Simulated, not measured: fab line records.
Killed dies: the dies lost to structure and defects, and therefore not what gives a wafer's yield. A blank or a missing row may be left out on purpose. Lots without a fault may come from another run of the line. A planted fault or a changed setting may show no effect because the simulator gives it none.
fab line records ; flow nand_harc
record: lots: 5; wafers: 15; last_day: 32
route steps=1302 shown P_STI@82 P_GATE@110 END@1301
lots that met no fault: from a run of the same line without faults
start_h: the number of hours between the record's first day and the start of the first shown wafer of the lot ; wait_h: hours elapsed since this lot's preceding step ; " unchanged from the row above ; L1.1+2: a row that stands for several wafers ; - value missing, or start not given ; * or withheld: withheld ; < > ~ a bound
route shown NAME@n: NAME is a module with steps in the file, n the number in the route of the first one ; usual: mean and standard deviation over wafers with no fault ; same: alike in all rows ; chamber/n: place in a boat ; sites: per-site readings ; _std_site: the values' standard deviation ; _edge_site: the outer-site mean with the inner-site mean subtracted ; radius_mm: how far each site lies from the wafer's centre ; mask NAME#n: copy n ; behind: the last tool/chamber to shape the wafer ; hold: why the lot went on hold/how many hours it stayed there/how the hold came to an end ; device: which transistor (n, p or np) failed to switch ; end of line: the route-end tests of the same wafers ; a step given without rows: its recipe and nothing more ; killed: dies that structure and defects cost at the first sort, which is not the same as the wafer's yield ; map: dies across one wafer; x = killed, . = not, _ = none there
set.NAME: setting as actually run; set.NAME@STEP: the setting as run at that earlier step ; model.NAME: the simulator's own value behind a step, which no gauge read
certain route steps with their lots: each step a table, each wafer a row
services: the hour from which a tool's chamber was out of use, counted from the record's first day as start_h (under 0 if before that day), plus the number of hours and why
== steps ==
step: NHARC_P_STI_DEVELOP_08
recipe: time_s: 50; dev_temp_c: 22
step: NHARC_P_STI_HARDBAKE_13
recipe: temp_c: 118; time_s: 65
step: NHARC_P_STI_DESCUM_14
recipe: time_s: 3; o2_flow_sccm: 200; ar_flow_sccm: 0; bias_power_w: 0; chemistry: O2
step: NHARC_P_STI_ETCH_42
recipe: target_depth_a: 800; overetch_a: 240; time_s: 61; ion_energy_ev: 200; n2_flow_sccm: 150; h2_flow_sccm: 150; ar_flow_sccm: 0; rf_w: 400; bias_w: 150; chemistry: N2/H2
step: NHARC_P_STI_ETCH_31
recipe: target_depth_a: 1089; time_s: 54.5; cf4_flow_sccm: 100; chf3_flow_sccm: 30; ar_flow_sccm: 0; rf_w: 500; bias_w: 200; chemistry: CF4/CHF3
step: NHARC_P_STI_ETCH_15
recipe: target_depth_a: 3000; taper_deg: 4; time_s: 100.1; hbr_flow_sccm: 150; cl2_flow_sccm: 50; rf_w: 400; icp_w: 400; bias_w: 100; chemistry: HBr/Cl2
step: NHARC_P_STI_STRIP_19
recipe: time_s: 900; temp_c: 130; chemistry: SPM
step: NHARC_P_STI_PRECLEAN_32
recipe: time_s: *; temp_c: 50; bath_age_min: 0; chemistry: SC1
lot.wafer;tool;chamber;start_h;wait_h
L779.6+2+4;wet_bench-09;6,0,2;104.02;-
L780.4+6+1;wet_bench-07;1,2,3;114.20;-
L788.4+2+5;wet_bench-09;6,0,1;195.65;-
L790.6+4+5;wet_bench-09;1,2,4;210.07;-
L793.6+5+2;wet_bench-09;2,3,4;253.22;-
step: NHARC_P_STI_SRD_23
step: NHARC_P_STI_OXIDE_33
recipe: target_thk_a: 100; temp_c: 1000; ox_time_s: 281; material: SiO2
step: NHARC_P_STI_HDPCVD_20
recipe: target_thk_a: withheld; sigma_open_frac: withheld; material: SiO2
step: NHARC_P_STI_ANNEAL_34
recipe: temp_c: 1000; time_s: 1800
step: NHARC_P_STI_CMP_21
recipe: t_overpolish_s: 20; target_thk_nm: 380.67
step: NHARC_P_STI_SRD_35
step: NHARC_P_STI_ETCH_36
recipe: target_depth_a: 388; chemistry: dHF; material: SiO2
step: NHARC_P_STI_STRIP_24
recipe: temp_c: 160; chemistry: H3PO4; material: Si3N4
step: NHARC_P_STI_ETCH_37
recipe: target_depth_a: 110; chemistry: dHF; material: SiO2
step: NHARC_P_STI_PRECLEAN_38
recipe: time_s: *; temp_c: 50; bath_age_min: 0; chemistry: SC1
step: NHARC_P_STI_SRD_39
step: NHARC_P_STI_OXIDE_40
recipe: target_thk_a: 100; temp_c: 900; ox_time_s: 1362; material: SiO2
step: NHARC_P_GATE_ETCH_69
recipe: target_depth_a: 140; chemistry: dHF; material: SiO2
step: NHARC_P_GATE_PRECLEAN_70
recipe: time_s: *; temp_c: 50; bath_age_min: 0; chemistry: SC1
step: NHARC_P_GATE_SRD_01
step: NHARC_P_GATE_OXIDE_02
recipe: target_thk_a: 375; temp_c: 950; p_h2o_torr: 720; ox_time_s: 365; material: SiO2
step: NHARC_P_GATE_DEHYDRATE_03
recipe: temp_c: 150; time_s: 120
step: NHARC_P_GATE_HMDS_04
recipe: time_s: 30
step: NHARC_P_GATE_COAT_05
recipe: spin_rpm: 4690
step: NHARC_P_GATE_SOFTBAKE_06
recipe: temp_c: 122; time_s: 95
step: NHARC_P_GATE_EBR_07
step: NHARC_P_GATE_EXPOSE_08
recipe: na: 0.6; dose_mj: 16.75; mask_id: P_HV
step: NHARC_P_GATE_PEB_09
recipe: peb_temp_c: 118; peb_time_s: 85
step: NHARC_P_GATE_DEVELOP_10
recipe: time_s: 70
step: NHARC_P_GATE_HARDBAKE_12
recipe: temp_c: 125; time_s: 80
step: NHARC_END_WLT_00
usual: VT_DECK1_BOTTOM: 0.869/0.0089; VT_DECK1_BOTTOM_INNER: 0.869/0.0087; VT_DECK1_MEDIAN_NEAR_BOTTOM: 0.870/0.0093; VT_DECK1_MEDIAN_NEAR_BOTTOM_INNER: 0.870/0.009; VT_DECK1_MIDDLE: 0.882/0.0074; VT_DECK1_MIDDLE_INNER: 0.882/0.0085; VT_DECK1_TOP: 0.894/0.0074; VT_DECK1_TOP_INNER: 0.894/0.0081; VT_DECK2_BOTTOM: 0.871/0.0074; VT_DECK2_BOTTOM_INNER: 0.871/0.0078; VT_DECK2_MEDIAN_NEAR_BOTTOM: 0.873/0.0067; VT_DECK2_MEDIAN_NEAR_BOTTOM_INNER: 0.873/0.0073; VT_DECK2_MIDDLE: 0.884/0.0063; VT_DECK2_MIDDLE_INNER: 0.884/0.0061; VT_DECK2_TOP: 0.895/0.0061; VT_DECK2_TOP_INNER: 0.895/0.006
lot.wafer;tool;chamber;start_h;wait_h;VT_DECK1_BOTTOM;VT_DECK1_BOTTOM_INNER;VT_DECK1_MEDIAN_NEAR_BOTTOM;VT_DECK1_MEDIAN_NEAR_BOTTOM_INNER;VT_DECK1_MIDDLE;VT_DECK1_MIDDLE_INNER;VT_DECK1_TOP;VT_DECK1_TOP_INNER;VT_DECK2_BOTTOM;VT_DECK2_BOTTOM_INNER;VT_DECK2_MEDIAN_NEAR_BOTTOM;VT_DECK2_MEDIAN_NEAR_BOTTOM_INNER;VT_DECK2_MIDDLE;VT_DECK2_MIDDLE_INNER;VT_DECK2_TOP;VT_DECK2_TOP_INNER
L779.2;prober-02;-;619.51;0.6;0.868;0.876;0.874;0.871;0.879;0.887;0.902;0.901;0.867;0.874;0.872;0.875;0.878;0.888;0.900;0.897
L779.4;prober-02;-;619.51;0.6;0.873;0.878;0.874;0.874;0.882;0.883;0.908;0.899;0.879;0.877;0.873;0.877;0.880;0.884;0.902;0.893
L779.6;prober-02;-;619.51;0.6;0.872;0.871;0.873;0.878;0.885;0.898;0.900;0.899;0.879;0.873;0.878;0.872;0.888;0.888;0.902;0.901
L780.1;prober-02;-;626.76;7.8;0.864;0.875;0.871;0.869;0.889;0.885;0.899;0.899;0.863;0.870;0.871;0.873;0.876;0.875;0.886;0.889
L780.4;prober-02;-;628.27;9.3;0.879;0.882;0.884;0.876;0.889;0.893;0.898;0.907;0.858;0.858;0.866;0.865;0.882;0.880;0.892;0.890
L780.6;prober-02;-;629.29;10.3;0.877;0.886;0.881;0.884;0.892;0.884;0.901;0.908;0.859;0.860;0.865;0.871;0.880;0.887;0.888;0.886
L788.2;prober-02;-;707.09;0.6;0.931;0.933;0.929;0.927;0.944;0.931;0.951;0.947;0.934;0.929;0.931;0.927;0.944;0.943;0.960;0.957
L788.4;prober-02;-;708.09;1.6;0.932;0.935;0.933;0.931;0.946;0.936;0.952;0.954;0.932;0.933;0.934;0.932;0.946;0.950;0.956;0.959
L788.5;prober-02;-;708.09;1.6;0.926;0.917;0.920;0.932;0.947;0.937;0.956;0.956;0.933;0.934;0.932;0.936;0.936;0.940;0.960;0.956
L790.4;prober-01;-;759.97;1.5;0.933;0.926;0.916;0.931;0.932;0.931;0.947;0.956;0.945;0.932;0.932;0.943;0.947;0.951;0.981;0.964
L790.5;prober-01;-;759.97;1.5;0.917;0.914;0.916;0.911;0.932;0.933;0.938;0.949;0.942;0.933;0.939;0.937;0.950;0.947;0.960;0.969
L790.6;prober-01;-;759.97;1.5;0.902;0.916;0.912;0.913;0.930;0.927;0.951;0.944;0.927;0.932;0.936;0.934;0.948;0.953;0.965;0.952
L793.2;prober-02;-;769.88;0.8;0.931;0.925;0.936;0.928;0.944;0.942;0.962;0.960;0.923;0.916;0.916;0.923;0.925;0.933;0.946;0.942
L793.5;prober-02;-;771.39;2.3;0.922;0.931;0.929;0.930;0.950;0.938;0.964;0.956;0.925;0.920;0.931;0.917;0.935;0.935;0.943;0.953
L793.6;prober-02;-;771.39;2.3;0.934;0.935;0.936;0.930;0.947;0.947;0.960;0.963;0.925;0.923;0.929;0.930;0.933;0.939;0.943;0.951
step: NHARC_END_SORT_01
recipe: temp_c: 25
usual: killed_at_array: 61/24; killed_at_other: 1.2/1.3; killed_at_periphery: 3.7/2.6; killed_dies: 66/23; killed_open: 3.3/1.8; killed_short: 2.4/1.6
same: gross_dies: 677
lot.wafer;tool;chamber;start_h;wait_h;killed_at_array;killed_at_other;killed_at_periphery;killed_dies;killed_open;killed_short
L790.6;prober-01;0;765.48;4.0;38;0;3;41;0;0
killed by level:class
L790.6 A_SLIT:chamber_film_flake=30 A_CHANNEL_HOLE_D1:chamber_film_flake=6 P_M2:chamber_film_flake=2 P_STI:chamber_film_flake=1 A_STAIRCASE:chamber_film_flake=1 A_CONTACT:chamber_film_flake=1
== services ==
tool;chamber;start_h;hours;kind
wet_bench-09;-;127.66;5.8;repair
wet_bench-07;-;160.00;8.0;pm
wet_bench-07;0;168.00;-;consumable_replace:bath
wet_bench-07;0;168.00;-;consumable_replace:filter
wet_bench-07;1;168.00;-;consumable_replace:bath
wet_bench-07;1;168.00;-;consumable_replace:filter
wet_bench-07;2;168.00;-;consumable_replace:bath
wet_bench-09;-;176.80;8.0;pm
wet_bench-09;0;184.80;-;consumable_replace:bath
wet_bench-09;0;184.80;-;consumable_replace:filter
wet_bench-09;1;184.80;-;consumable_replace:bath
wet_bench-09;1;184.80;-;consumable_replace:filter
wet_bench-09;2;184.80;-;consumable_replace:bath
wet_bench-09;2;184.80;-;consumable_replace:filter
wet_bench-09;3;184.80;-;consumable_replace:bath
wet_bench-09;3;184.80;-;consumable_replace:filter
wet_bench-09;4;184.80;-;consumable_replace:bath
wet_bench-09;4;184.80;-;consumable_replace:filter
wet_bench-09;5;184.80;-;consumable_replace:bath
wet_bench-09;5;184.80;-;consumable_replace:filter
wet_bench-09;6;184.80;-;consumable_replace:bath
wet_bench-09;6;184.80;-;consumable_replace:filter
wet_bench-09;7;184.80;-;consumable_replace:bath
wet_bench-09;7;184.80;-;consumable_replace:filter
== key ==
first_sign: step: NHARC_END_WLT_00; reading: VT_DECK2_TOP; direction: up; sigmas: 10; usual: 0.895; struck: 0.957
effect: step: NHARC_END_WLT_00; reading: VT_DECK2_TOP_INNER; direction: up; sigmas: 10; usual: 0.895; struck: 0.956
met_at NHARC_P_STI_PRECLEAN_32
struck_wafers L788.2,L788.4,L788.5,L790.4,L790.5,L790.6,L793.2,L793.5,L793.6
tester_left_out L788,L790,L793
onset_between 104.02 195.65
also_fits time
fault: kind: metallic_contamination_source; tool: wet_bench-09; chamber: -; onset_h: 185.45; steps: NHARC_P_STI_PRECLEAN_32; rate_cm2_per_visit: 1.0725e+12; species: metal_fe_cm2
tester_left_out: of these lots the tester's yield and bins aren't shown, on N5 and GAA mostly nor the transistor test; their killed dies are dies lost to structure and defects alone, not to doping, threshold or leakage, so they don't give the yield
